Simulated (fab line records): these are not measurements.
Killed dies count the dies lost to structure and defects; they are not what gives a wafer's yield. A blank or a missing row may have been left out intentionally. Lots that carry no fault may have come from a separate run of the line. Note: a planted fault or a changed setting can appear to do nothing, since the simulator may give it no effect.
The tool behind it: which one?    flow nandHarc    12 lots, 36 wafers sampled, at 6 steps of a route of 1159

== WHAT THE GAUGES SHOWED, per wafer ==
NHARC_A_M0_THK_MEAS_24: measures by xrf.
lot   measured      on            thkNm (nm)
L185  day 17 15:20  filmMetro-01  114.4 114.7 115.1
L187  day 17 22:35  filmMetro-02  113.5 114.0 113.6
L188  day 19 01:42  filmMetro-02  114.5 115.4 114.4
L190  day 20 02:07  filmMetro-01  112.9 114.2 118.1
L192  day 20 09:41  filmMetro-02  116.5 112.9 110.4
L196  day 21 22:15  filmMetro-02  113.0 115.5 111.3
L197  day 21 22:43  filmMetro-01  402.0 402.6 400.6 401.5 401.6 399.6
L198  day 22 04:04  filmMetro-01  400.4 396.0 397.8 399.5 395.1 398.8
L202  day 23 00:14  filmMetro-01  112.3 111.0 114.0
L203  day 23 03:31  filmMetro-02  111.8 114.8 115.5
L205  day 23 11:22  filmMetro-02  113.6 111.2 112.4
L207  day 24 02:49  filmMetro-02  113.3 116.8 116.0

NHARC_END_SORT_01.
lot   measured      on         defectLimitedYield (%)  killedAtArray  killedAtOther  killedAtPeriphery  killedDies  killedOpen  killedShort  sort_bin_2_pct (%)  sort_bin_3_pct (%)  sort_bin_4_pct (%)  sortNPass    sortRimYieldPct (%)  sortYieldPct (%)
L185  day 19 03:10  prober-02  94.4 94.2 95.7          32 37 29       3 0 0          3 2 0              38 39 29    4 2 0       3 4 0        1.6 1.2 0.6         0.30 0.30 0.30      3.7 4.3 3.4         639 638 648  96.2 99.1 96.2       94.4 94.2 95.7
L187  day 19 13:31  prober-01  96.3 95.9 97.0          21 26 18       0 0 0          4 2 2              25 28 20    2 4 2       4 5 1        0.1 1.2 0.9         0 0.15 0            3.5 2.8 2.1         652 649 657  99.1 97.2 99.1       96.3 95.9 97.0
L196  day 23 12:43  prober-01  93.6 93.2 94.8          32 35 29       3 5 1          8 6 5              43 46 35    4 3 3       2 2 2        1.9 1.6 0.9         1.18 0.44 0.15      3.2 4.7 4.1         634 631 642  96.2 96.2 98.1       93.6 93.2 94.8
L202  day 24 14:37  prober-01  94.2 94.5 95.6          33 32 29       0 0 1          6 5 0              39 37 30    1 2 2       1 1 1        1.3 1.5 2.4         0.15 0.44 0.30      4.3 3.5 1.8         638 640 647  89.6 95.3 97.2       94.2 94.5 95.6

== WHAT TOOL EACH LOT RAN ON (gives the tool, then ch and the chambers of the sampled wafers, and finally the start) ==
lot   NHARC_A_M0_DESCUM_14               NHARC_A_M0_ETCH_34                 NHARC_A_M0_PVD_20                       NHARC_A_M0_CMP_23
L185  rieDiel-04 ch 0,2,3, day 17 12:55  rieDiel-04 ch 0,1,2, day 17 13:00  pvdSputter-03, day 17 15:01 or earlier  cmp-03 ch 0,1,2, day 17 15:01
L187  rieDiel-04 ch 2,3, day 17 20:13    rieDiel-04 ch 0,3, day 17 20:18    pvdSputter-03, day 17 22:16 or earlier  cmp-03 ch 0,2, day 17 22:16
L188  rieDiel-10 ch 1,2, day 18 23:23    rieDiel-10 ch 1,2, day 18 23:28    pvdSputter-03, day 19 01:23 or earlier  cmp-04 ch 2,3, day 19 01:23
L190  rieDiel-05 ch 0,1,2, day 19 23:26  rieDiel-05 ch 1,2,3, day 19 23:31  pvdSputter-03, day 20 01:50 or earlier  cmp-01 ch 0,1,3, day 20 01:50
L192  rieDiel-05 ch 0,3, day 20 07:21    rieDiel-05 ch 0,1,2, day 20 07:26  pvdSputter-01, day 20 09:22 or earlier  cmp-01 ch 0,3, day 20 09:22
L196  rieDiel-04 ch 0,2,3, day 21 19:56  rieDiel-04 ch 0,2, day 21 20:01    pvdSputter-01, day 21 21:59 or earlier  cmp-03 ch 1,2,3, day 21 21:59
L197  rieDiel-10 ch 0,1,2, day 21 20:24  rieDiel-10 ch 0,2,3, day 21 20:29  pvdSputter-03, day 21 22:25 or earlier  cmp-04 ch 0,1,3, day 21 22:25
L198  rieDiel-05 ch 0,1,3, day 22 01:42  rieDiel-05 ch 1,3, day 22 01:48    pvdSputter-01, day 22 03:47 or earlier  cmp-01 ch 1,2,3, day 22 03:47
L202  rieDiel-10 ch 0,1,3, day 22 21:56  rieDiel-10 ch 0,1,2, day 22 22:01  pvdSputter-01, day 22 23:56 or earlier  cmp-04 ch 1,2,3, day 22 23:56
L203  rieDiel-04 ch 1,2,3, day 23 01:11  rieDiel-04 ch 1,2,3, day 23 01:15  pvdSputter-03, day 23 03:14 or earlier  cmp-04 ch 0,1,2, day 23 03:14
L205  rieDiel-04 ch 0,3, day 23 09:01    rieDiel-04 ch 0,1,2, day 23 09:06  pvdSputter-02, day 23 11:07 or earlier  cmp-04 ch 0,1,2, day 23 11:07
L207  rieDiel-10 ch 1,2,3, day 24 00:30  rieDiel-10 ch 0,1,2, day 24 00:35  pvdSputter-02, day 24 02:32 or earlier  cmp-01 ch 0,1,3, day 24 02:32
- NHARC_A_M0_DESCUM_14: chemistry O2, time 3 s.
- NHARC_A_M0_ETCH_34: etches the open film in N2/H2, target depth 40 nm, overetch 12 nm, time 43.94 s.
- NHARC_A_M0_PVD_20: deposits TaN, target thk 5 nm, time 8.06 s.
- NHARC_A_M0_CMP_23: polishes, t overpolish 20 s, target thk 113.75 nm.

== WHAT THE TOOLS THEMSELVES READ (means of the sampled wafers that have a number; where no wafer has one, the mark that the record gives instead) ==
NHARC_A_M0_DESCUM_14.
lot   tool        drypumpMotorCurrentA (A)  oesProductAu (a.u.)  rfVppV (V)  showerheadPlenumPTorr (Torr)  throttleValvePct (%)
L185  rieDiel-04  6.3                       1.003                58.5        1.92                          11.311
L187  rieDiel-04  6.4                       0.991                57.2        1.92                          11.305
L188  rieDiel-10  5.8                       1.000                58.0        1.95                          11.307
L190  rieDiel-05  6.1                       1.007                59.3        1.98                          11.310
L192  rieDiel-05  5.9                       0.998                57.8        1.92                          11.304
L196  rieDiel-04  6.3                       1.015                57.7        1.91                          11.312
L197  rieDiel-10  5.8                       0.999                57.9        1.95                          11.312
L198  rieDiel-05  5.6                       0.996                58.3        1.92                          11.309
L202  rieDiel-10  5.9                       1.008                58.5        1.99                          11.311
L203  rieDiel-04  6.3                       1.004                57.6        1.90                          11.306
L205  rieDiel-04  6.1                       1.017                58.1        1.92                          11.307
L207  rieDiel-10  6.1                       1.021                57.5        1.97                          11.309

NHARC_A_M0_ETCH_34.
lot   tool        drypumpMotorCurrentA (A)  oesProductAu (a.u.)  rfVppV (V)  showerheadPlenumPTorr (Torr)  throttleValvePct (%)
L185  rieDiel-04  6.1                       1.015                430.2       2.02                          14.165
L187  rieDiel-04  6.1                       1.008                431.1       2.05                          14.172
L188  rieDiel-10  5.9                       0.999                431.5       2.06                          14.174
L190  rieDiel-05  5.6                       1.004                431.0       2.06                          14.165
L192  rieDiel-05  6.1                       1.002                432.5       2.11                          14.166
L196  rieDiel-04  6.1                       1.021                430.4       2.04                          14.179
L197  rieDiel-10  6.1                       0.999                432.0       2.10                          14.183
L198  rieDiel-05  5.2                       0.991                429.8       1.99                          14.169
L202  rieDiel-10  5.8                       1.005                431.2       2.08                          14.181
L203  rieDiel-04  6.3                       1.003                429.1       2.02                          14.172
L205  rieDiel-04  6.1                       1.008                429.6       2.02                          14.170
L207  rieDiel-10  5.8                       1.011                431.7       2.07                          14.165

NHARC_A_M0_PVD_20.
lot   tool           throttleValvePct (%)
L185  pvdSputter-03  29.7
L187  pvdSputter-03  30.3
L188  pvdSputter-03  29.1
L190  pvdSputter-03  29.8
L192  pvdSputter-01  29.1
L196  pvdSputter-01  28.9
L197  pvdSputter-03  29.5
L198  pvdSputter-01  29.0
L202  pvdSputter-01  29.3
L203  pvdSputter-03  29.5
L205  pvdSputter-02  28.8
L207  pvdSputter-02  29.6

NHARC_A_M0_CMP_23.
lot   tool    edgeZonePressureFrac  motorCurrentA (A)  timeToEndpointS (s)
L185  cmp-03  1.000                 13.4               25
L187  cmp-03  0.994                 13.8               27
L188  cmp-04  0.997                 10.9               29
L190  cmp-01  1.003                 12.4               31
L192  cmp-01  0.999                 11.5               29
L196  cmp-03  1.002                 12.7               28
L197  cmp-04  -                     -                  -
L198  cmp-01  -                     -                  -
L202  cmp-04  1.000                 11.5               26
L203  cmp-04  0.997                 11.5               27
L205  cmp-04  1.000                 11.3               22
L207  cmp-01  1.003                 12.3               28

== THE ANSWER, worked out from the rows above alone ==
Rule: what is usual is taken from the lots themselves. Put in order of their means at a reading, lots are off if they are a third of the lots or fewer, leave a main group of 4 or more, and stand apart from it by a gap of 3 or more times the standard deviation of the main group's means; of several such gaps the widest counts. Not used: any main group whose means are identical at the precision the tables above print for the reading. Also off: a lot with no number at a reading for which 4 or more lots have one. All remaining lots with rows at the step are treated as sound. The gauges are gone through in route order, then the tools' own readings, and for those a lot's mean is taken as printed above. The first step at which some lot is off is used, and at that step the reading that is off furthest; a lot without a number counts as furthest.
Off: L197, L198, at NHARC_A_M0_THK_MEAS_24 (thkNm). The main group: mean 113.9 nm, standard deviation 1.
A tool fits if, at a process step before that reading, it ran every lot that is off, and no sound lot after the first of them. Not tried: the gauges at NHARC_A_M0_THK_MEAS_24; whatever is off there is also off at NHARC_A_M0_CMP_23, on other tools, and gauge error can't account for it. With no start given for some of its lots, NHARC_A_M0_PVD_20 uses the hours and lot order of NHARC_A_M0_CMP_23. Not one of the candidates tried fits.

== WHAT WAS PUT IN BY THE SIMULATOR ==
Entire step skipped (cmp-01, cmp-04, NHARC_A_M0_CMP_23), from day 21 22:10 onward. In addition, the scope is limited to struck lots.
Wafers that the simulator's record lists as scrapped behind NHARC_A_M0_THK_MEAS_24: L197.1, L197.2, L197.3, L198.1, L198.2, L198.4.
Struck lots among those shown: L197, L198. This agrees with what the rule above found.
